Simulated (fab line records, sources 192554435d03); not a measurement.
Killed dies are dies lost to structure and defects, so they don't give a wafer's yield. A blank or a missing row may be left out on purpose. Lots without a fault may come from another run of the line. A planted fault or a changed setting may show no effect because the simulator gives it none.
fab line records | flow n5_finfet
record lots=5 wafers=15 last_day=21
route steps=1938 shown BEOL_M9@1428 PASSIVATION@1936
lots that met no fault: from a run of the same line without faults
start_h: hours from the record's first day to the start of the lot's first wafer shown | wait_h: hours since the lot's step before | " the same as in the row above | L1.1+2: a row that stands for several wafers | - no value, or no start given | * or withheld: withheld | < > ~ a bound
route shown NAME@n: a module of which the file shows steps, and the number in the route of the first | usual: mean/standard deviation of fault-free wafers | same: alike in all rows | chamber/n: place in a boat | sites: the reading at each site | _std_site: their standard deviation | _edge_site: outer sites' mean less inner sites' | radius_mm: how far each site lies from the wafer's centre | mask NAME#n: copy n | behind: the tool/chamber that last shaped the wafer | hold: why the lot was held/for how many hours/how that ended | device: the transistor (n, p or np) that didn't switch | end of line: the same wafers' tests at the end of the route | a step without rows: its recipe alone | killed: dies lost to structure and defects at the first sort, not the wafer's yield | map: a wafer's dies, x killed, . not, _ none there
set.NAME: the setting as run; set.NAME@STEP: as run at that earlier step | model.NAME: the simulator's own value behind a step, which no gauge read
lots at some steps of the route; a table a step, a row a wafer
services: from which hour (start_h, from the record's first day; less than 0 if before it) a tool's chamber was out of use, for how many hours, and why
## steps
# step N5_BEOL_M9_COAT_22
# recipe resist=CAR-EUV spin_rpm=1500 resist_thk_nm=30
# step N5_BEOL_M9_EBR_24
# recipe solvent=PGMEA ebr_width_mm=1.5
# step N5_BEOL_M9_SOFTBAKE_23
# recipe temp_c=110 time_s=60 resist=CAR-EUV
# step N5_BEOL_M9_EXPOSE_25
# recipe mask_id=V8 na=0.33 source_shape=annular sigma_inner=0.4 sigma_outer=0.8 polarization=unpolarized dose_mj=37.25
# step N5_BEOL_M9_PEB_26
# recipe peb_temp_c=100 peb_time_s=60 resist=CAR-EUV
# step N5_BEOL_M9_DEVELOP_27
# recipe develop_time_s=30 developer=TMAH resist=CAR-EUV rinse_liquid=surfactant_rinse dry=air_spin dev_temp_c=23
# step N5_BEOL_M9_CD_MEAS_28
# recipe target_cd_nm=70 landing_energy_ev=500 detector=se_inlens polarity=opening
# usual cd_nm=69.84/0.28
# columns lot.wafer tool chamber start_h wait_h cd_nm
L348.1 cd_sem-03 0 333.15 - 69.68
L348.2 " 0 " " 69.42
L348.3 " 0 " " 69.41
L355.1 cd_sem-02 0 348.69 - 70.26
L355.5 " 0 " " 69.94
L355.6 " 0 " " 70.39
L365.3 cd_sem-03 0 412.65 - 70.40
L365.4 " 0 " " 69.46
L365.6 " 0 " " 69.79
L364.3 cd_sem-02 0 435.49 - 69.72
L364.4 " 0 " " 69.67
L364.5 " 0 " " 70.21
L366.1 cd_sem-02 0 441.89 - 69.81
L366.2 " 0 " " 69.75
L366.3 " 0 " " 70.23
# step N5_BEOL_M9_OVL_MEAS_29
# recipe points_per_wafer=522
# usual V8_OVL=0.3/0.65
# columns lot.wafer tool chamber start_h wait_h V8_OVL[nm]
L348.1 overlay-02 0 333.18 0.0 0.6
L348.2 " 0 " " -0.6
L348.3 " 0 " " 0.5
L355.1 overlay-02 0 348.72 0.0 -1.0
L355.5 " 0 " " 0.4
L355.6 " 0 " " 1.4
L365.3 overlay-01 0 412.69 0.0 1.3
L365.4 " 0 " " 0.4
L365.6 " 0 " " 1.2
L364.3 overlay-02 0 435.53 0.0 -0.7
L364.4 " 0 " " -0.7
L364.5 " 0 " " -0.4
L366.1 overlay-02 0 441.92 0.0 0.2
L366.2 " 0 " " -0.3
L366.3 " 0 " " 0.3
# step N5_BEOL_M9_INSPECT_30
# recipe mode=adi inspect_instrument=brightfield
# usual raw_defect_count=413/90
# columns lot.wafer tool chamber start_h wait_h raw_defect_count
L348.1 defect_inspect-01 - 333.24 0.1 405
L348.2 " - " " 379
L348.3 " - " " 439
L355.1 defect_inspect-01 - 348.78 0.1 534
L355.5 " - " " 438
L355.6 " - " " 357
L365.3 defect_inspect-01 - 412.74 0.0 336
L365.4 " - " " 347
L365.6 " - " " 372
L364.3 defect_inspect-01 - 435.58 0.0 296
L364.4 " - " " 398
L364.5 " - " " 341
L366.1 defect_inspect-02 - 441.98 0.1 402
L366.2 " - " " 397
L366.3 " - " " 346
# step N5_BEOL_M9_DESCUM_33
# recipe chemistry=O2 time_s=7 source_power_w=50 bias_power_w=20 pressure_mtorr=20 rf_frequency_hz=2.712e+07 temp_c=40 resist=CAR-EUV o2_flow_sccm=225
# usual drypump_motor_current_A=5.6/0.49 oes_product_au=0.79/0.087 rf_vpp_V=243.3/1.6 showerhead_plenum_p_Torr=2.11/0.089 throttle_valve_pct=20.44/0.22
# columns lot.wafer tool chamber start_h wait_h drypump_motor_current_A oes_product_au rf_hours_counter_h rf_vpp_V showerhead_plenum_p_Torr throttle_valve_pct
L348.1 rie_diel-02 2 333.27 0.0 5.0 0.98 1 243.3 2.15 20.21
L348.2 " 3 " " 5.7 0.81 123 241.8 2.00 20.67
L348.3 " 0 " " 4.8 0.93 23 244.8 2.24 20.71
L355.1 rie_diel-02 1 348.81 0.0 6.4 0.77 130 244.3 2.21 20.53
L355.5 " 2 " " 5.0 0.95 - 243.4 2.15 20.20
L355.6 " 1 " " 6.4 0.76 - 245.3 2.21 20.53
L365.3 rie_diel-05 1 412.85 0.1 5.6 0.91 10 242.6 2.11 20.05
L365.4 " 2 " " 6.1 0.71 197 243.4 2.16 20.39
L365.6 " 3 " " 5.8 0.67 - 241.6 1.97 20.33
L364.3 rie_diel-02 0 435.92 0.3 4.8 0.85 54 243.8 2.22 20.75
L364.4 " 3 " " 5.7 0.77 153 241.3 1.99 20.73
L364.5 " 3 " " 5.7 0.77 - 241.4 1.99 20.72
L366.1 rie_diel-06 1 442.02 0.0 5.6 0.72 162 245.8 2.18 20.31
L366.2 " 3 " " 6.0 0.83 82 243.0 2.11 20.39
L366.3 " 0 " " 5.8 0.72 198 242.9 2.05 20.52
# step N5_BEOL_M9_ETCH_76
# recipe chemistry=N2/H2 target=underlayer target_depth_a=65 mask_material=CAR-EUV time_s=5.2 ion_energy_ev=200 pressure_mtorr=30 source_w=840 bias_w=150 n2_flow_sccm=200 h2_flow_sccm=200 ends=cleared
# usual bias_w=150.0/0.43 drypump_motor_current_A=5.6/0.49 etch_rf_on_time_s=5.27/0.18 oes_product_au=0.67/0.07 rf_vpp_V=524.3/2.9 showerhead_plenum_p_Torr=2.57/0.094 throttle_valve_pct=17.9/0.32
# columns lot.wafer tool chamber start_h wait_h bias_w drypump_motor_current_A etch_rf_on_time_s oes_product_au rf_hours_counter_h rf_vpp_V showerhead_plenum_p_Torr throttle_valve_pct
L348.1 rie_diel-02 2 333.30 0.0 150.6 5.0 5.35 0.81 1 525.8 2.60 17.6
L348.2 " 3 " " 149.2 5.7 5.42 0.66 123 522.1 2.48 18.6
L348.3 " 0 " " 149.0 4.8 5.08 0.79 23 530.9 2.68 18.0
L355.1 rie_diel-02 1 348.85 0.0 150.0 6.4 5.57 0.63 130 527.1 2.65 17.8
L355.5 " 2 " " 149.9 5.0 5.45 0.77 - 525.6 2.60 17.6
L355.6 " 1 " " 150.3 6.4 5.60 0.63 - 526.3 2.65 17.7
L365.3 rie_diel-05 1 412.88 0.0 150.1 5.6 5.09 0.79 10 525.7 2.62 17.8
L365.4 " 2 " " 150.2 6.1 5.15 0.62 197 526.1 2.66 18.2
L365.6 " 3 " " 149.7 5.7 5.07 0.61 - 523.0 2.41 17.9
L364.3 rie_diel-02 0 435.95 0.0 150.5 4.8 5.20 0.72 54 526.9 2.67 18.0
L364.4 " 3 " " 150.2 5.7 5.46 0.65 153 519.7 2.47 18.6
L364.5 " 3 " " 150.6 5.7 5.51 0.63 - 520.7 2.47 18.6
L366.1 rie_diel-06 1 442.05 0.0 150.2 5.6 5.29 0.63 162 527.8 2.62 17.5
L366.2 " 3 " " 150.1 6.0 4.91 0.74 82 522.9 2.56 17.8
L366.3 " 0 " " 149.8 5.8 5.40 0.61 198 521.8 2.54 18.3
# step N5_BEOL_M9_ETCH_65
# recipe chemistry=CF4 target=SiARC target_depth_a=156 mask_material=CAR-EUV time_s=26 ion_energy_ev=80 pressure_mtorr=40 source_w=545 bias_w=36 Ar_flow_sccm=100 cf4_flow_sccm=100 ends=cleared
# usual bias_w=36.00/0.11 cf4_flow_sccm=99.95/0.28 drypump_motor_current_A=5.6/0.49 etch_rf_on_time_s=26.4/0.86 oes_product_au=0.67/0.072 rf_vpp_V=184.4/1.1 showerhead_plenum_p_Torr=2.16/0.077 throttle_valve_pct=15.63/0.22
# columns lot.wafer tool chamber start_h wait_h bias_w cf4_flow_sccm drypump_motor_current_A etch_rf_on_time_s oes_product_au rf_hours_counter_h rf_vpp_V showerhead_plenum_p_Torr throttle_valve_pct
L348.1 rie_diel-02 2 333.32 0.0 36.02 100.17 5.0 26.8 0.80 1 183.8 2.19 15.26
L348.2 " 3 " " 35.97 99.89 5.7 27.4 0.65 123 185.1 2.07 15.89
L348.3 " 0 " " 36.06 99.85 4.8 25.4 0.79 23 185.3 2.25 15.64
L355.1 rie_diel-02 1 348.87 0.0 35.77 99.87 6.4 27.8 0.64 130 185.1 2.24 15.59
L355.5 " 2 " " 36.02 99.73 5.0 26.5 0.79 - 183.8 2.19 15.28
L355.6 " 1 " " 35.89 99.59 6.4 27.7 0.64 - 186.2 2.24 15.59
L365.3 rie_diel-05 1 412.90 0.0 35.92 99.78 5.5 26.0 0.79 10 184.2 2.19 15.44
L365.4 " 2 " " 36.34 100.21 6.1 26.0 0.62 197 184.6 2.23 15.69
L365.6 " 3 " " 36.02 99.93 5.7 25.8 0.60 - 185.1 2.02 15.63
L364.3 rie_diel-02 0 435.97 0.0 35.87 100.34 4.8 25.7 0.74 54 186.4 2.24 15.69
L364.4 " 3 " " 35.91 99.27 5.7 27.5 0.64 153 182.9 2.06 15.96
L364.5 " 3 " " 35.97 99.70 5.7 27.4 0.63 - 183.6 2.06 15.95
L366.1 rie_diel-06 1 442.07 0.0 36.13 99.77 5.5 26.6 0.63 162 185.7 2.21 15.43
L366.2 " 3 " " 35.90 99.95 6.1 24.6 0.73 82 183.9 2.16 15.57
L366.3 " 0 " " 36.16 100.17 5.8 27.2 0.60 198 183.1 2.12 15.91
# step N5_BEOL_M9_ETCH_66
# recipe chemistry=N2/H2 target=SOC target_depth_a=800 overetch_a=160 mask_material=SiARC temp_c=40 time_s=120 ion_energy_ev=200 pressure_mtorr=30 source_w=840 bias_w=150 n2_flow_sccm=200 h2_flow_sccm=200
# usual bias_w=149.9/0.45 drypump_motor_current_A=5.6/0.48 oes_product_au=0.61/0.06 rf_vpp_V=524.4/2.7 showerhead_plenum_p_Torr=2.57/0.094 throttle_valve_pct=17.9/0.32
# columns lot.wafer tool chamber start_h wait_h bias_w drypump_motor_current_A oes_product_au rf_hours_counter_h rf_vpp_V showerhead_plenum_p_Torr throttle_valve_pct model.SiARC_of_BEOL_M9_COAT_64.thk_nm
L348.1 rie_diel-02 2 333.35 0.0 150.1 5.0 0.74 1 525.5 2.60 17.5 6.8
L348.2 " 3 " " 149.4 5.7 0.61 123 522.1 2.48 18.5 6.4
L348.3 " 0 " " 149.6 4.8 0.69 23 528.0 2.69 17.9 6.2
L355.1 rie_diel-02 1 348.89 0.0 150.3 6.4 0.59 130 526.7 2.65 17.7 6.6
L355.5 " 2 " " 150.7 5.0 0.72 - 526.1 2.60 17.6 6.6
L355.6 " 1 " " 150.1 6.4 0.60 - 525.8 2.65 17.7 6.6
L365.3 rie_diel-05 1 412.93 0.0 149.9 5.6 0.70 10 526.4 2.62 17.7 6
L365.4 " 2 " " 149.8 6.1 0.55 197 527.0 2.66 18.1 6.4
L365.6 " 3 " " 150.2 5.7 0.53 - 518.8 2.41 17.9 6.2
L364.3 rie_diel-02 0 436.00 0.0 137.6 4.8 0.66 54 497.1 2.67 18.0 6.8
L364.4 " 3 " " 150.0 5.7 0.59 153 520.0 2.47 18.6 6.2
L364.5 " 3 " " 149.4 5.7 0.58 - 520.4 2.47 18.6 6.4
L366.1 rie_diel-06 1 442.10 0.0 149.7 5.6 0.58 162 526.7 2.62 17.5 6.6
L366.2 " 3 " " 150.0 6.0 0.64 82 524.6 2.56 17.8 5.8
L366.3 " 0 " " 149.7 5.8 0.55 198 523.3 2.54 18.3 6.6
# step N5_BEOL_M9_STRIP_69
# recipe chemistry=N2/H2 temp_c=40 n2_flow_sccm=200 h2_flow_sccm=200 rf_frequency_hz=6e+07
# step N5_PASSIVATION_PROBE_49
# usual defect_limited_yield=90.9/1.6 killed_at_M0_to_M3=37/11 killed_at_M4_up=15/5.6 killed_at_contacts=13/6.4 killed_at_front_end=39/11 killed_at_other=4/3.1 killed_dies=107/19 killed_on_rim=14/4.3 killed_open=71/14 killed_short=34/7.8 sort_bin_5_function=5.3/1 sort_bin_6_memory=3.4/0.72 sort_n_pass=1072/20 sort_yield_pct=90.9/1.7
# same gross_dies=1180 killed_at_back_side=0 sort_bin_4_leakage[%]=0 sort_bin_8_speed[%]=0
# columns lot.wafer tool chamber start_h wait_h defect_limited_yield[%] killed_at_M0_to_M3 killed_at_M4_up killed_at_contacts killed_at_front_end killed_at_other killed_dies killed_on_rim killed_open killed_short sort_bin_5_function[%] sort_bin_6_memory[%] sort_n_pass sort_yield_pct[%]
L348.2 prober-02 - 410.69 0.1 89.4 46 15 16 38 10 125 19 87 35 6.3 4.1 1055 89.4
# killed by level:class
L348.2 BEOL_M2:geometric_particle:open=15 MOL_CONTACT_COAG:geometric_particle:open=11 FIN_SAQP:geometric_particle:open=10 BEOL_M4:geometric_particle:open=8 BEOL_M1:geometric_particle:open=7 STI_FIN_REVEAL:geometric_particle:open=6 MOL_CONTACT_COAG:geometric_particle:short=5 BEOL_M3:geometric_particle:open=5
## services
# columns tool chamber start_h hours kind
rie_diel-02 2 317.30 - clean
rie_diel-02 2 317.30 - consumable_replace:focus_ring
rie_diel-02 2 317.30 12.3 scheduled_down
rie_diel-02 2 317.30 12.3 vent_cycle
rie_diel-05 0 344.40 2.8 repair
rie_diel-05 1 347.18 - clean
rie_diel-05 1 347.18 - consumable_replace:esc
rie_diel-05 1 347.18 - consumable_replace:focus_ring
rie_diel-05 1 347.18 37.7 scheduled_down
rie_diel-05 1 347.18 37.7 vent_cycle
rie_diel-02 1 367.74 5.0 repair
rie_diel-06 0 401.30 8.8 repair
rie_diel-06 0 411.47 6.5 repair
rie_diel-02 2 417.51 2.8 repair
rie_diel-06 2 431.53 15.6 repair
## key
first_sign step=N5_BEOL_M9_ETCH_66 reading=bias_w direction=down sigmas=28 usual=* struck=*
effect step=N5_BEOL_M9_ETCH_66 reading=rf_vpp_V direction=down sigmas=10 usual=524.4 struck=497.1
model_effect step=N5_BEOL_M9_ETCH_66 value=SiARC_of_BEOL_M9_COAT_64.thk_nm without=6.2 struck=6.8
met_at N5_BEOL_M9_ETCH_66
struck_wafers L364.3
onset_between 333.35 436.00
fault kind=process_parameter_drift tool=rie_diel-02 chamber=0 onset_h=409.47 steps=N5_BEOL_M9_ETCH_66 channel=bias_w offset=* shape=step end_h=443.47 acts_in=* stated=*
